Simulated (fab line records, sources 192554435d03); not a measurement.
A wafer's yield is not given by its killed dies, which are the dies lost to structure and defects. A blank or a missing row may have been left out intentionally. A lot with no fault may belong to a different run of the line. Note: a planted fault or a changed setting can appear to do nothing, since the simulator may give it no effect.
Comparing a struck lot with a sound one || flow n5-finfet || 41 steps out of a route of 1938
Sound: wafers L154.1, L154.4, L154.5. Struck: wafer L161.1 (left out: L161.2, a lot-mate that was not struck); the cause follows at the end.
At each step with rows: each side's tool, then ch and its chambers, then its first start. Under that, the readings that differ: sound wafers || struck wafers || difference of the means || sigmas: that difference in standard deviations of wafers without a fault.
alike: readings with means less than 2 such deviations apart, plus words and numbers identical on both sides. not compared: withheld readings, readings lacking a value on some wafer, bounds such as >300 that could conceal the same value, and numbers that have no deviation in the record and whose values overlap.
A row with sigmas, a row that says differs or no value, or rows on one side alone: a step with any of these is where the two part. Numbers that don't overlap but have no deviation are shown without sigmas and don't part them. A reading missing from all wafers of one side parts the sides only when that side holds two or more wafers.

first, 3 steps without rows for these wafers: N5_SD_EPI_P_STRIP_38 (strips in N2/H2); N5_SD_EPI_P_ETCHBACK_46 (etches SiNx in CH3F/O2, stops on SiO2, target depth 17.5 nm); N5_SD_EPI_P_ETCH_47 (etches SiOCN in CH3F/O2, target depth 25 nm).
N5_SD_EPI_P_ETCH_16: etches SiO2 in CHF3/O2, target depth 5 nm.
  sound on rie-diel-05 ch 2,3, day 4 17:29; struck on rie-diel-06 ch 0, day 6 15:57
{"reading": "rf-fwd-power-W (W)", "sound": "643.1 645.0 647.1", "struck": 639.1, "difference": -6.0, "sigmas": -2}
  alike: drypump-motor-current-A, oes-product-au, rf-vpp-V, showerhead-plenum-p-Torr, throttle-valve-pct
  not compared: rf-hours-counter-h
then, 1 step without rows for these wafers: N5_SD_EPI_P_STRIP_50 (strips in CHF3/O2).
N5_SD_EPI_P_SD_RECESS_17: chemistry HBr/Cl2/O2, target depth 39.1 nm, bt time 3 s.
  sound on rie-si-06 ch 1,2,3, day 4 17:34; struck on rie-si-06 ch 2, day 6 16:01
  alike: drypump-motor-current-A, mfc-cl2-sccm, oes-product-au, rf-fwd-power-W, throttle-valve-pct
  not compared: rf-hours-counter-h
then, 6 steps without rows for these wafers: N5_SD_EPI_P_WET_ETCH_45 (etches SiO2 in dHF, time 10.7 s, target depth 2 nm, rinse time 30 s); N5_SD_EPI_P_STRIP_40 (strips in N2/H2); N5_SD_EPI_P_PRECLEAN_52 (cleans in O3/DIW, time 60 s); N5_SD_EPI_P_SRD_20 (time 30 s); N5_SD_EPI_P_PRECLEAN_51 (cleans in NF3:NH3, afs cycles 1, time 20 s, sublimation time 60 s); N5_SD_EPI_P_VAPOR_ETCH_44 (etches SiGe30 in NF3/Ar, time 3.3 s).
N5_SD_EPI_P_EPI_21: deposits SiGe:B, time 355 s.
  sound on epi-rpcvd-03 ch 0, day 4 18:14; struck on epi-rpcvd-03 ch 0, day 6 16:49
{"reading": "epi-growth-time-s (s)", "sound": "355 355 355", "struck": 594.26, "difference": "+239.26", "sigmas": ""}
{"reading": "model.SiGe-B_of_SD_EPI_P_EPI_21.thk-nm (nm)", "sound": "61.2 61.4 60.6", "struck": 86.4, "difference": "+25.3", "sigmas": ""}
  alike: chamber-pressure-Torr
N5_SD_EPI_P_EPI_MEAS_23:
  sound: film-metro-01 at day 4 20:25; struck: film-metro-02 at day 6 19:43
{"reading": "thk-nm (nm)", "sound": "60.6 61.5 59.3", "struck": 89.0, "difference": "+28.5", "sigmas": "+20"}
then, 6 steps without rows for these wafers: N5_SD_EPI_P_HM_STRIP_48 (strips SiNx in H3PO4, material SiNx, target depth 3 nm); N5_SD_EPI_P_SRD_49 (time 30 s); N5_SD_EPI_P_PRECLEAN_24 (cleans in O3/DIW, time 45 s); N5_SD_EPI_P_PRECLEAN_32 (cleans in dHF, time 10 s); N5_SD_EPI_P_PRECLEAN_33 (cleans in SC2, time 45 s); N5_SD_EPI_P_SRD_25 (time 30 s).
N5_SD_EPI_P_INSPECT_26: inspects for defects (darkfield).
  sound: defect-inspect-02 at day 4 20:36; struck: defect-inspect-01 at day 6 19:55
  alike: raw-defect-count
then, 2 steps without rows for these wafers: N5_SD_ACTIVATION_RTA_00 (time 0 s); N5_SD_ACTIVATION_LSA_01 (time 0.0008 s).
N5_SD_ACTIVATION_INSPECT_02: inspects for defects (darkfield).
  sound: defect-inspect-02 at day 4 21:22; struck: defect-inspect-01 at day 6 20:55
  alike: raw-defect-count
then, 4 steps without rows for these wafers: N5_ILD0_LINER_00 (material SiNx, target thk 4 nm, pulse time 1 s, purge time 2 s); N5_ILD0_FCVD_FILL_01 (material SiO2 flowable, target thk 200 nm, time 328.3 s); N5_ILD0_CURE_02 (time 1800 s); N5_ILD0_CMP_03 (polishes, stops on SiNx, t overpolish 1.9 s, target thk 197.38 nm).
N5_ILD0_THK_MEAS_04:
  sound: film-metro-02 at day 5 00:52; struck: film-metro-02 at day 6 23:43
  alike: thk-nm
N5_ILD0_CMP_07: polishes SiO2 flowable, stops on poly-Si, t overpolish 1.18 s, target thk 138.88 nm.
  sound on cmp-02 ch 0,1,3, day 5 00:53; struck on cmp-01 ch 2, day 6 23:47
{"reading": "motor-current-A (A)", "sound": "13.5 12.2 12.7", "struck": 10.5, "difference": -2.3, "sigmas": -2}
N5_ILD0_THK_MEAS_08:
  sound: film-metro-01 at day 5 01:11; struck: film-metro-02 at day 7 00:02
  alike: thk-nm
then, 2 steps without rows for these wafers: N5_ILD0_PRECLEAN_10 (cleans in NF3:NH3, afs cycles 5, time 20 s, sublimation time 60 s); N5_ILD0_ALD_15 (deposits SiNx, target thk 24 nm, pulse time 1 s, ald cycles 480).
N5_ILD0_CMP_12: polishes SiNx, stops on poly-Si, t overpolish 6 s, target thk 17.67 nm.
  sound on cmp-02 ch 1,2,3, day 5 04:08; struck on cmp-02 ch 3, day 7 02:59
  alike: motor-current-A, overpolish-run-s, time-to-endpoint-s
N5_ILD0_THK_MEAS_13:
  sound: film-metro-01 at day 5 04:26; struck: film-metro-02 at day 7 03:15
  alike: thk-nm
N5_ILD0_INSPECT_06: inspects for defects (darkfield).
  sound: defect-inspect-02 at day 5 04:28; struck: defect-inspect-01 at day 7 03:17
  alike: raw-defect-count
N5_SDB_HM_DEP_00: deposits SiNx from SiH4/NH3/N2, target thk 40 nm, time 35.3 s.
  sound on pecvd-02 ch 1,2, day 5 04:30; struck on pecvd-04 ch 2, day 7 03:19
  alike: chamber-pressure-Torr, heater-power-w, rf-fwd-power-W, showerhead-plenum-p-Torr, throttle-valve-pct
then, 3 steps without rows for these wafers: N5_SDB_COAT_03 (time 60 s, resist thk 100 nm); N5_SDB_COAT_04 (time 60 s, resist thk 18 nm); N5_SDB_COAT_05 (resist thk 90 nm).
N5_MOL_CONTACT_COAG_ETCH_110: etches Si in CF4/O2, target depth 2.5 nm, time 8 s.
  sound on rie-diel-01 ch 2,3, day 6 04:53; struck on rie-diel-01 ch 2, day 8 01:24
{"reading": "oes-product-au (a.u.)", "sound": "0.82 0.83 0.69", "struck": 0.99, "difference": "+0.21", "sigmas": "+2"}
{"reading": "rf-fwd-power-W (W)", "sound": "199.0 199.5 198.5", "struck": 196.8, "difference": -2.2, "sigmas": -3}
{"reading": "throttle-valve-pct (%)", "sound": "11.0 10.9 11.0", "struck": 10.3, "difference": -0.7, "sigmas": -2}
{"reading": "model.SiGe-B_of_SD_EPI_P_EPI_21.thk-nm (nm)", "sound": "58.4 58.2 57.8", "struck": 82.4, "difference": "+24.3", "sigmas": ""}
  alike: drypump-motor-current-A, rf-vpp-V, showerhead-plenum-p-Torr
  not compared: rf-hours-counter-h

## WHERE THEY PART
Last at N5_MOL_CONTACT_COAG_ETCH_110 as far as this record goes, first at N5_SD_EPI_P_ETCH_16.

WHY: what had been put in by the simulator
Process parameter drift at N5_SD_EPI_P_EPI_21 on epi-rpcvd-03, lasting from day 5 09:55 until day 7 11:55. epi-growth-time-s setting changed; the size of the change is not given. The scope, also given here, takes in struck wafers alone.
